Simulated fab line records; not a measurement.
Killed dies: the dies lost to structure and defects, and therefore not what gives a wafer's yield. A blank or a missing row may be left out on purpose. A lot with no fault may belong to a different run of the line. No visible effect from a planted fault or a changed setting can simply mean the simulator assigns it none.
fab line records ; flow n5-finfet
record lots=6; wafers=18; last-day=18
route steps=1938 shown BEOL_M2@870 BEOL_M4@1111
lots that met no fault: from a run of the same line without faults
start-h: start of the lot's first displayed wafer, in hours after the record's first day ; wait-h: how many hours have passed since the lot's step before this one ; " the same as in the row above ; L1.1+2: a row that stands for several wafers ; - no value, or no start given ; * or withheld: withheld ; < > ~ a bound
route shown NAME@n: a module of which the file shows steps, and the number in the route of the first ; usual: mean and standard deviation over wafers with no fault ; same: alike in all rows ; chamber/n: place in a boat ; sites: per-site readings ; _std_site: standard deviation across them ; _edge_site: the outer-site mean with the inner-site mean subtracted ; radius-mm: how far each site lies from the wafer's centre ; mask NAME#n: copy n ; behind: the tool/chamber that last shaped the wafer ; hold: what put the lot on hold/how long, in hours/how the hold closed ; device: which transistor (n, p or np) failed to switch ; end of line: the tests these same wafers got at the end of their route ; for a step that has no rows: nothing shown but its recipe ; killed: count of dies lost to structure and defects at first sort (not the wafer's yield) ; map: a wafer's dies, marking killed ones x, the rest . and places with no die _
set.NAME: the setting as run; set.NAME@STEP: as run at that earlier step ; model.NAME: the simulator's own value behind a step, which no gauge read
a table for each step, a row for each wafer; lots at some steps of the route
services: when a tool's chamber went out of use (start-h, in hours from the record's first day, below 0 if earlier), for how many hours, and the reason
## steps
# step N5_BEOL_M2_COAT_22
# recipe resist=CAR-EUV; spin-rpm=1500; resist-thk-nm=30
# step N5_BEOL_M2_EBR_24
# recipe solvent=PGMEA; ebr-width-mm=1.5
# step N5_BEOL_M2_SOFTBAKE_23
# recipe temp-c=110; time-s=60; resist=CAR-EUV
# step N5_BEOL_M2_EXPOSE_25
# recipe mask-id=V1; na=0.33; source-shape=quasar; sigma-inner=0.2; sigma-outer=0.8; polarization=unpolarized; defocus-nm=5; dose-mj=63
# step N5_BEOL_M2_PEB_26
# recipe peb-temp-c=100; peb-time-s=60; resist=CAR-EUV
# step N5_BEOL_M2_DEVELOP_27
# recipe develop-time-s=30; developer=TMAH; resist=CAR-EUV; rinse-liquid=surfactant-rinse; dry=air-spin; dev-temp-c=23
# step N5_BEOL_M2_CD_MEAS_28
# recipe target-cd-nm=26.2; landing-energy-ev=500; detector=se-inlens; target-cd-y-nm=24.1; polarity=opening
# usual cd-nm=26.15/0.24
lot.wafer;tool;chamber;start-h;wait-h;cd-nm
L892.1;cd-sem-01;0;148.23;-;26.37
L892.4;cd-sem-01;0;148.23;-;26.54
L892.6;cd-sem-01;0;148.23;-;26.38
L895.1;cd-sem-02;0;183.51;-;25.66
L895.2;cd-sem-02;0;183.51;-;26.02
L895.6;cd-sem-02;0;183.51;-;26.37
L902.1;cd-sem-01;0;210.69;-;26.42
L902.2;cd-sem-01;0;210.69;-;25.76
L902.6;cd-sem-01;0;210.69;-;26.20
L904.1;cd-sem-02;0;218.71;-;26.23
L904.3;cd-sem-02;0;218.71;-;26.16
L904.6;cd-sem-02;0;218.71;-;26.22
L906.1;cd-sem-02;0;239.20;-;26.47
L906.2;cd-sem-02;0;239.20;-;26.42
L906.6;cd-sem-02;0;239.20;-;26.37
L912.3;cd-sem-03;0;280.29;-;26.49
L912.5;cd-sem-03;0;280.29;-;26.28
L912.6;cd-sem-03;0;280.29;-;26.44
# step N5_BEOL_M2_OVL_MEAS_29
# recipe points-per-wafer=522
# usual V1_OVL=0.5/0.69
# same points-per-wafer=522
lot.wafer;tool;chamber;start-h;wait-h;V1_OVL[nm]
L892.1;overlay-01;0;148.26;0.0;-1.2
L892.4;overlay-01;0;148.26;0.0;1.6
L892.6;overlay-01;0;148.26;0.0;1.3
L895.1;overlay-02;0;183.54;0.0;-0.3
L895.2;overlay-02;0;183.54;0.0;0.1
L895.6;overlay-02;0;183.54;0.0;0.5
L902.1;overlay-02;0;210.72;0.0;0.8
L902.2;overlay-02;0;210.72;0.0;0.2
L902.6;overlay-02;0;210.72;0.0;-0.5
L904.1;overlay-01;0;218.74;0.0;0.3
L904.3;overlay-01;0;218.74;0.0;-0.3
L904.6;overlay-01;0;218.74;0.0;0.4
L906.1;overlay-02;0;239.23;0.0;0.9
L906.2;overlay-02;0;239.23;0.0;0.8
L906.6;overlay-02;0;239.23;0.0;1.3
L912.3;overlay-02;0;280.33;0.0;0.7
L912.5;overlay-02;0;280.33;0.0;0.2
L912.6;overlay-02;0;280.33;0.0;0.1
# step N5_BEOL_M2_INSPECT_30
# recipe mode=adi; inspect-instrument=brightfield
# usual raw-defect-count=416/87
lot.wafer;tool;chamber;start-h;wait-h;raw-defect-count
L892.1;defect-inspect-01;-;148.32;0.1;428
L892.4;defect-inspect-01;-;148.32;0.1;441
L892.6;defect-inspect-01;-;148.32;0.1;364
L895.1;defect-inspect-01;-;183.60;0.1;410
L895.2;defect-inspect-01;-;183.60;0.1;359
L895.6;defect-inspect-01;-;183.60;0.1;475
L902.1;defect-inspect-02;-;210.77;0.1;406
L902.2;defect-inspect-02;-;210.77;0.1;333
L902.6;defect-inspect-02;-;210.77;0.1;425
L904.1;defect-inspect-02;-;218.80;0.1;393
L904.3;defect-inspect-02;-;218.80;0.1;363
L904.6;defect-inspect-02;-;218.80;0.1;359
L906.1;defect-inspect-01;-;239.29;0.1;344
L906.2;defect-inspect-01;-;239.29;0.1;537
L906.6;defect-inspect-01;-;239.29;0.1;435
L912.3;defect-inspect-02;-;280.38;0.0;374
L912.5;defect-inspect-02;-;280.38;0.0;364
L912.6;defect-inspect-02;-;280.38;0.0;407
# step N5_BEOL_M2_DESCUM_33
# recipe chemistry=O2; time-s=7; source-power-w=50; bias-power-w=20; pressure-mtorr=20; rf-frequency-hz=2.712e+07; temp-c=40; resist=CAR-EUV; o2-flow-sccm=225
# usual drypump-motor-current-A=5.6/0.5; oes-product-au=0.81/0.056; rf-vpp-V=243.3/1.2; showerhead-plenum-p-Torr=2.10/0.066; temp-c=40.00/0.11; throttle-valve-pct=20.35/0.25
lot.wafer;tool;chamber;start-h;wait-h;drypump-motor-current-A;oes-product-au;rf-hours-counter-h;rf-vpp-V;showerhead-plenum-p-Torr;temp-c;throttle-valve-pct
L892.1;rie-diel-03;3;148.35;0.0;6.0;0.77;124;244.4;2.09;40.12;20.12
L892.4;rie-diel-03;1;148.35;0.0;6.1;0.91;34;244.5;2.14;40.12;20.16
L892.6;rie-diel-03;3;148.35;0.0;6.0;0.77;-;242.7;2.09;40.15;20.14
L895.1;rie-diel-06;0;183.65;0.1;6.2;0.86;38;242.7;2.03;40.08;20.44
L895.2;rie-diel-06;2;183.65;0.1;5.4;0.81;96;241.4;2.01;39.90;20.33
L895.6;rie-diel-06;2;183.65;0.1;5.4;0.81;-;242.5;2.01;39.98;20.33
L902.1;rie-diel-02;3;210.81;0.0;5.4;0.77;157;243.1;2.19;40.01;20.59
L902.2;rie-diel-02;2;210.81;0.0;5.1;0.88;39;242.4;2.04;39.86;20.63
L902.6;rie-diel-02;0;210.81;0.0;5.4;0.72;-;243.9;2.07;40.09;20.50
L904.1;rie-diel-02;2;218.83;0.0;5.1;0.88;41;243.3;2.04;40.01;20.63
L904.3;rie-diel-02;3;218.83;0.0;5.4;0.76;159;244.6;2.19;39.90;20.61
L904.6;rie-diel-02;2;218.83;0.0;5.1;0.88;-;243.3;2.04;39.87;20.62
L906.1;rie-diel-02;2;239.33;0.0;5.1;0.87;50;242.0;2.04;40.26;20.64
L906.2;rie-diel-02;3;239.33;0.0;5.4;0.76;167;243.4;2.19;40.08;20.63
L906.6;rie-diel-02;0;239.33;0.0;5.4;0.72;-;244.5;2.07;39.87;20.51
L912.3;rie-diel-06;1;280.41;0.0;4.8;0.70;198;240.4;2.01;40.08;20.77
L912.5;rie-diel-06;3;280.41;0.0;6.6;0.75;-;243.7;2.11;40.04;20.66
L912.6;rie-diel-06;0;280.41;0.0;6.2;0.82;-;242.5;2.02;40.03;20.48
# step N5_BEOL_M2_ETCH_77
# recipe chemistry=N2/H2; target=underlayer; target-depth-a=65; mask-material=CAR-EUV; time-s=5.2; ion-energy-ev=200; pressure-mtorr=30; source-w=840; bias-w=150; n2-flow-sccm=200; h2-flow-sccm=200; ends=cleared
# usual drypump-motor-current-A=5.6/0.5; etch-rf-on-time-s=5.25/0.13; oes-product-au=0.69/0.048; rf-vpp-V=524.1/2.4; showerhead-plenum-p-Torr=2.54/0.078; throttle-valve-pct=17.74/0.28
lot.wafer;tool;chamber;start-h;wait-h;drypump-motor-current-A;etch-rf-on-time-s;oes-product-au;rf-hours-counter-h;rf-vpp-V;showerhead-plenum-p-Torr;throttle-valve-pct
L892.1;rie-diel-03;3;148.38;0.0;6.0;5.10;0.66;124;523.5;2.55;17.72
L892.4;rie-diel-03;1;148.38;0.0;6.2;5.25;0.78;34;525.0;2.60;17.54
L892.6;rie-diel-03;3;148.38;0.0;6.0;5.11;0.67;-;522.6;2.55;17.72
L895.1;rie-diel-06;0;183.69;0.0;6.2;5.24;0.73;38;523.1;2.48;17.79
L895.2;rie-diel-06;2;183.69;0.0;5.4;5.49;0.69;96;523.1;2.46;17.68
L895.6;rie-diel-06;2;183.69;0.0;5.4;5.47;0.68;-;520.4;2.45;17.69
L902.1;rie-diel-02;3;210.84;0.0;5.4;5.37;0.63;157;527.3;2.65;17.84
L902.2;rie-diel-02;2;210.84;0.0;5.1;5.19;0.76;39;522.8;2.49;18.15
L902.6;rie-diel-02;0;210.84;0.0;5.4;5.48;0.60;-;522.0;2.54;18.03
L904.1;rie-diel-02;2;218.87;0.0;5.1;5.05;0.76;41;519.2;2.49;18.15
L904.3;rie-diel-02;3;218.87;0.0;5.4;5.26;0.64;159;525.5;2.65;17.82
L904.6;rie-diel-02;2;218.87;0.0;5.1;5.03;0.75;-;523.3;2.49;18.16
L906.1;rie-diel-02;2;239.36;0.0;5.1;5.13;0.76;50;521.8;2.49;18.17
L906.2;rie-diel-02;3;239.36;0.0;5.4;5.36;0.63;167;525.4;2.64;17.86
L906.6;rie-diel-02;0;239.36;0.0;5.4;5.40;0.60;-;523.6;2.53;18.07
L912.3;rie-diel-06;1;280.45;0.0;4.8;5.19;0.62;198;522.3;2.40;17.93
L912.5;rie-diel-06;3;280.45;0.0;6.6;5.17;0.66;-;522.2;2.56;18.15
L912.6;rie-diel-06;0;280.45;0.0;6.2;5.20;0.70;-;523.8;2.47;17.85
# step N5_BEOL_M2_ETCH_69
# recipe chemistry=CF4; target=SiARC; target-depth-a=156; mask-material=CAR-EUV; time-s=26; ion-energy-ev=80; pressure-mtorr=40; source-w=545; bias-w=36; Ar_flow_sccm=100; cf4-flow-sccm=100; ends=cleared
# usual drypump-motor-current-A=5.6/0.5; etch-rf-on-time-s=26.3/0.64; oes-product-au=0.69/0.048; rf-vpp-V=184.0/1.1; showerhead-plenum-p-Torr=2.14/0.058; throttle-valve-pct=15.53/0.24
lot.wafer;tool;chamber;start-h;wait-h;drypump-motor-current-A;etch-rf-on-time-s;oes-product-au;rf-hours-counter-h;rf-vpp-V;showerhead-plenum-p-Torr;throttle-valve-pct
L892.1;rie-diel-03;3;148.40;0.0;6.0;25.8;0.65;124;183.1;2.14;15.35
L892.4;rie-diel-03;1;148.40;0.0;6.1;27.3;0.76;34;183.7;2.19;15.37
L892.6;rie-diel-03;3;148.40;0.0;6.0;25.9;0.65;-;184.0;2.14;15.33
L895.1;rie-diel-06;0;183.70;0.0;6.2;26.2;0.74;38;182.6;2.10;15.65
L895.2;rie-diel-06;2;183.70;0.0;5.5;27.4;0.68;96;182.3;2.09;15.64
L895.6;rie-diel-06;2;183.70;0.0;5.4;27.3;0.69;-;182.6;2.09;15.64
L902.1;rie-diel-02;3;210.86;0.0;5.4;26.9;0.64;157;183.5;2.22;15.72
L902.2;rie-diel-02;2;210.86;0.0;5.1;25.6;0.76;39;183.7;2.09;15.66
L902.6;rie-diel-02;0;210.86;0.0;5.3;27.2;0.61;-;184.3;2.14;15.84
L904.1;rie-diel-02;2;218.88;0.0;5.1;25.8;0.76;41;182.7;2.09;15.67
L904.3;rie-diel-02;3;218.88;0.0;5.4;26.9;0.65;159;186.5;2.22;15.72
L904.6;rie-diel-02;2;218.88;0.0;5.1;25.9;0.75;-;182.8;2.09;15.68
L906.1;rie-diel-02;2;239.38;0.0;5.1;25.5;0.75;50;184.2;2.09;15.69
L906.2;rie-diel-02;3;239.38;0.0;5.4;26.6;0.64;167;185.0;2.22;15.74
L906.6;rie-diel-02;0;239.38;0.0;5.4;27.0;0.60;-;184.4;2.14;15.90
L912.3;rie-diel-06;1;280.47;0.0;4.9;26.4;0.61;198;182.4;2.04;15.79
L912.5;rie-diel-06;3;280.47;0.0;6.6;25.9;0.66;-;183.4;2.15;15.77
L912.6;rie-diel-06;0;280.47;0.0;6.2;26.0;0.71;-;183.5;2.09;15.72
# step N5_BEOL_M2_ALD_98
# recipe material=SiO2; target-thk-a=25; temp-c=100; ald-precursor-family=BDEAS; ald-co-reactant=O2-plasma; pulse-time-s=1; co-reactant-pulse-time-s=1; purge-time-s=2; co-reactant-purge-time-s=2; ald-cycles=17; pressure-torr=2
# usual ald-cycles=17/0; heater-power-w=81/9; precursor-pulse-height-rel=1.000/0.019
# same co-reactant-pulse-time-s=1
lot.wafer;tool;chamber;start-h;wait-h;ald-cycles;heater-power-w;precursor-pulse-height-rel;model.SiO2_of_BEOL_M2_ALD_98.thk-nm
L892.1;ald-sin-04;3;148.48;0.1;17;81;1.018;2.4
L892.4;ald-sin-04;1;148.48;0.1;17;92;1.024;2.6
L892.6;ald-sin-04;2;148.48;0.1;17;69;0.994;2.6
L895.1;ald-sin-02;3;183.98;0.2;17;87;0.957;2.4
L895.2;ald-sin-02;1;183.98;0.2;17;79;0.986;2.4
L895.6;ald-sin-02;3;183.98;0.2;17;87;0.995;2.4
L902.1;ald-sin-02;2;211.14;0.3;20;84;1.040;3
L902.2;ald-sin-02;0;211.14;0.3;20;95;1.002;3
L902.6;ald-sin-02;3;211.14;0.3;20;85;1.017;3
L904.1;ald-sin-02;1;219.05;0.1;20;80;0.982;3
L904.3;ald-sin-02;3;219.05;0.1;20;85;1.021;3
L904.6;ald-sin-02;2;219.05;0.1;20;84;0.987;3
L906.1;ald-sin-04;1;239.96;0.5;17;92;1.028;2.6
L906.2;ald-sin-04;2;239.96;0.5;17;70;0.997;2.6
L906.6;ald-sin-04;3;239.96;0.5;17;83;0.995;2.4
L912.3;ald-sin-03;2;280.57;0.1;17;74;1.003;2.6
L912.5;ald-sin-03;1;280.57;0.1;17;71;1.000;2.6
L912.6;ald-sin-03;0;280.57;0.1;17;93;1.001;2.4
# step N5_BEOL_M2_ETCHBACK_99
# recipe chemistry=CHF3; target=SiO2; target-depth-a=50; time-s=10.4; source-w=215; bias-w=47; Ar_flow_sccm=200; CHF3_flow_sccm=12; ion-energy-ev=100; pressure-mtorr=30
# usual drypump-motor-current-A=5.6/0.47; oes-product-au=0.80/0.056; rf-vpp-V=241/5.2; showerhead-plenum-p-Torr=2.16/0.06; throttle-valve-pct=17.02/0.24
lot.wafer;tool;chamber;start-h;wait-h;drypump-motor-current-A;oes-product-au;rf-hours-counter-h;rf-vpp-V;showerhead-plenum-p-Torr;throttle-valve-pct
L892.1;rie-diel-06;0;148.60;0.1;6.2;0.89;30;236;2.12;17.17
L892.4;rie-diel-06;1;148.60;0.1;4.8;0.74;155;248;2.06;17.16
L892.6;rie-diel-06;1;148.60;0.1;4.8;0.75;-;249;2.06;17.18
L895.1;rie-diel-06;2;188.87;4.8;5.4;0.81;98;241;2.09;17.09
L895.2;rie-diel-06;0;188.87;4.8;6.2;0.86;40;238;2.12;17.18
L895.6;rie-diel-06;1;188.87;4.8;4.8;0.74;-;249;2.06;17.19
L902.1;rie-diel-03;0;212.54;1.3;5.5;0.82;82;246;2.25;16.52
L902.2;rie-diel-03;2;212.54;1.3;5.6;0.86;42;238;2.19;16.69
L902.6;rie-diel-03;2;212.54;1.3;5.6;0.85;-;237;2.19;16.70
L904.1;rie-diel-03;2;228.78;9.7;5.6;0.86;47;238;2.19;16.71
L904.3;rie-diel-03;1;228.78;9.7;6.2;0.87;57;250;2.20;16.86
L904.6;rie-diel-03;1;228.78;9.7;6.1;0.87;-;251;2.20;16.88
L906.1;rie-diel-03;3;244.92;4.9;6.0;0.74;155;236;2.14;16.84
L906.2;rie-diel-03;1;244.92;4.9;6.1;0.86;63;248;2.20;16.86
L906.6;rie-diel-03;2;244.92;4.9;5.6;0.84;-;238;2.19;16.74
L912.3;rie-diel-02;2;283.74;3.1;5.1;0.84;65;231;2.09;17.26
L912.5;rie-diel-02;2;283.74;3.1;5.1;0.85;-;232;2.09;17.26
L912.6;rie-diel-02;1;283.74;3.1;5.0;0.79;-;241;2.11;17.24
# step N5_BEOL_M4_RC_MEAS_101
# usual DIBL_N=36.0/1.9; DIBL_P=36.0/2.1; IOFF_N=0.155/0.029; IOFF_P=0.20/0.032; ION_N=672/11; ION_P=461/6.9; SS_N=71.5/0.58; SS_P=73.2/0.64; VT_N=250.4/2.9; VT_P=-251.0/2.8
lot.wafer;tool;chamber;start-h;wait-h;DIBL_N[mV/V];DIBL_P[mV/V];IOFF_N[nA/um];IOFF_P[nA/um];ION_N[uA/um];ION_P[uA/um];SS_N[mV/dec];SS_P[mV/dec];VT_N[mV];VT_P[mV]
L892.1;prober-01;0;187.06;0.0;36.1;36.3;0.174;0.23;690;476;72.4;73.1;246.6;-248.7
L892.4;prober-01;0;187.06;0.0;34.4;34.7;0.150;0.21;684;469;71.1;72.3;249.3;-247.0
L892.6;prober-01;0;187.06;0.0;34.0;34.5;0.143;0.21;675;465;71.5;72.9;249.5;-247.9
L895.1;prober-02;0;214.31;0.0;40.1;40.3;0.224;0.27;675;464;72.9;74.0;247.6;-248.9
L895.2;prober-02;0;214.31;0.0;38.9;38.8;0.185;0.25;682;472;71.4;73.7;250.4;-247.6
L895.6;prober-02;0;214.31;0.0;39.9;39.2;0.214;0.26;674;461;71.1;73.9;247.6;-245.5
L902.1;prober-01;0;249.65;0.0;37.5;36.7;0.189;0.22;674;457;72.7;73.3;247.8;-248.9
L902.2;prober-01;0;249.65;0.0;37.1;36.4;0.163;0.21;667;451;71.6;73.9;247.3;-251.0
L902.6;prober-01;0;249.65;0.0;36.6;36.0;0.158;0.20;658;450;71.7;73.3;248.4;-253.3
L904.1;prober-01;0;256.57;0.0;36.9;35.6;0.173;0.23;683;470;71.5;74.0;247.8;-246.5
L904.3;prober-01;0;256.57;0.0;33.3;33.0;0.124;0.19;675;465;70.6;73.6;250.4;-247.1
L904.6;prober-01;0;256.57;0.0;36.2;34.9;0.156;0.22;662;459;71.6;73.9;249.3;-247.3
L906.1;prober-02;0;279.51;0.0;37.1;37.0;0.151;0.19;668;455;72.0;73.4;253.4;-252.6
L906.2;prober-02;0;279.51;0.0;34.3;35.4;0.121;0.17;666;459;71.0;73.4;255.7;-252.1
L906.6;prober-02;0;279.51;0.0;35.8;35.8;0.122;0.17;666;453;71.1;73.3;258.4;-254.2
L912.3;prober-01;0;314.09;0.3;35.8;37.0;0.160;0.22;668;457;71.4;73.0;250.4;-249.4
L912.5;prober-01;0;314.09;0.3;33.6;33.7;0.124;0.17;674;458;71.7;72.3;253.2;-252.8
L912.6;prober-01;0;314.09;0.3;34.4;35.3;0.145;0.19;671;456;70.9;73.3;249.8;-254.8
## services
tool;chamber;start-h;hours;kind
ald-sin-02;-;130.27;0.4;repair
rie-diel-06;0;131.05;5.5;repair
ald-sin-04;2;153.87;21.7;repair
rie-diel-06;0;162.38;3.7;repair
rie-diel-02;1;162.82;3.1;repair
ald-sin-03;-;166.93;1.7;repair
ald-sin-03;-;178.05;14.0;pm
ald-sin-03;0;178.05;14.0;vent-cycle
ald-sin-03;1;178.05;14.0;vent-cycle
ald-sin-03;2;178.05;14.0;vent-cycle
ald-sin-03;3;178.05;14.0;vent-cycle
ald-sin-03;0;192.05;-;clean
ald-sin-03;1;192.05;-;clean
ald-sin-03;2;192.05;-;clean
ald-sin-03;3;192.05;-;clean
rie-diel-06;3;237.05;5.0;repair
ald-sin-02;-;269.78;1.4;repair
## key
first-sign step=N5_BEOL_M2_ALD_98; reading=ald-cycles; direction=up; sigmas=99+; usual=*; struck=*
effect none on later readings
model-effect step=N5_BEOL_M2_ALD_98; value=SiO2_of_BEOL_M2_ALD_98.thk-nm; without=2.467; struck=3
met-at N5_BEOL_M2_ALD_98
struck-wafers L902.1,L902.2,L902.6,L904.1,L904.3,L904.6
onset-between 183.98 211.14
fault kind=process-parameter-drift; tool=ald-sin-02; chamber=-; onset-h=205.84; steps=N5_BEOL_M2_ALD_98; channel=ald-cycles; offset=*; shape=step; end-h=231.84; acts-in=*; stated=*
